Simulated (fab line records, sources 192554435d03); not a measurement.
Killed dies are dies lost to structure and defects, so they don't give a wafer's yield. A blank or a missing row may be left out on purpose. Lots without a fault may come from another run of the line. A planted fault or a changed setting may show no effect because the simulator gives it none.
Problem report in the 8D (eight disciplines) form, filled by code | flow n5_finfet | the parts of the form that need people (team, actions taken, sign-off) are left out

1. THE PROBLEM
bias_w at N5_MIM_BOT_ETCH_ETCH_03 reads a mean of 81.8 W on 1 wafer of 1 lot; wafers without a fault read 100.0 W with a standard deviation of 0.31. That is -59 standard deviations from the usual mean.
The step: etches the open film in Cl2/BCl3, target depth 12 nm.
First seen on wafer L661.2, day 15 04:03, on rie_metal-02. The record holds 33 wafers of 11 lots with a number at this step. Rule for "out", or "out of limits": more than 4 standard deviations from the usual mean. The other wafers with a number count as sound.

2. WHAT IT IS AND WHAT IT IS NOT
question                    | is                | is not
which readings at this step | bias_w            | drypump_motor_current_A, oes_product_au, throttle_valve_pct
which lots                  | L661              | L651, L652, L653, L665, L667, L668, L670, L671, L672, L673
which wafers of those lots  | L661.2            | L661.1, L661.6
read on which tools         | rie_metal-02      | rie_metal-01, rie_metal-03
when                        | from day 15 04:03 | up to then (11 sound wafers); but 21 sound wafers of L665, L667, L668, L670, L671, L672, L673 came after

3. SUSPECTS, AND WHAT RULES EACH OUT
Counting: a tool at a process step up to the reading stays a suspect if it ran every lot that is out. Sound lots after the first of them don't rule it out here, since some wafers of a struck lot are sound.
- pvd_sputter-01 at N5_MIM_BOT_DEGAS_01 (time 60 s): kept. It ran the lot that is out, L661 (day 15 01:49).
- ald_hk-03 at N5_MIM_TOP_ALD_01 (deposits HfO2, target thk 5.6 nm, pulse time 1 s, purge time 3 s): kept. It ran the lot that is out, L661 (day 15 02:55); its last sound lot up to then is L653 (day 13 16:32). N5_MIM_TOP_ALD_01 gives no start for some lots, so the hours and the order of its lots are those of N5_MIM_TOP_LITHO_INSPECT_12.
- rie_metal-02 at N5_MIM_BOT_ETCH_ETCH_03 (etches the open film in Cl2/BCl3, target depth 12 nm): kept. It ran the lot that is out, L661 (day 15 04:03); its last sound lot up to then is L651 (day 12 20:35). Its own readings are out on those wafers: bias_w.
- Within rie_metal-02 at N5_MIM_BOT_ETCH_ETCH_03: the wafers that are out ran in chamber 1; their sound lot-mates ran in chamber 0.
Left after counting: pvd_sputter-01 at N5_MIM_BOT_DEGAS_01, ald_hk-03 at N5_MIM_TOP_ALD_01, rie_metal-02 at N5_MIM_BOT_ETCH_ETCH_03.

4. THE CAUSE (what the simulator had put in)
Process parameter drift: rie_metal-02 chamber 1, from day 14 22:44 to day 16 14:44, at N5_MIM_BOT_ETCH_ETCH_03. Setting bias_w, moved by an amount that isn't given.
Counting left 3 suspects, and this tool is among them.

5. THE CHAIN OF EFFECTS, in route order
Each row: a reading whose mean over the struck wafers that have a number lies more than 3 standard deviations from the usual. Only readings for which the record gives a usual standard deviation are gone through. hours: the time from each lot's start at the first step in this table that gives one to its start at this step, as a median over the lots. sigmas: the change in usual standard deviations.
hours | step                    | reading | usual   | on struck wafers | change | sigmas
0     | N5_MIM_BOT_ETCH_ETCH_03 | bias_w  | 100.0 W | 81.8             | -18.2  | -59
The process steps in it:
- N5_MIM_BOT_ETCH_ETCH_03: etches the open film in Cl2/BCl3, target depth 12 nm.

6. WHAT WOULD HAVE CAUGHT IT SOONER
In this record the first reading out of limits was taken at day 15 04:03, 5 hours after the fault began at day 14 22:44.
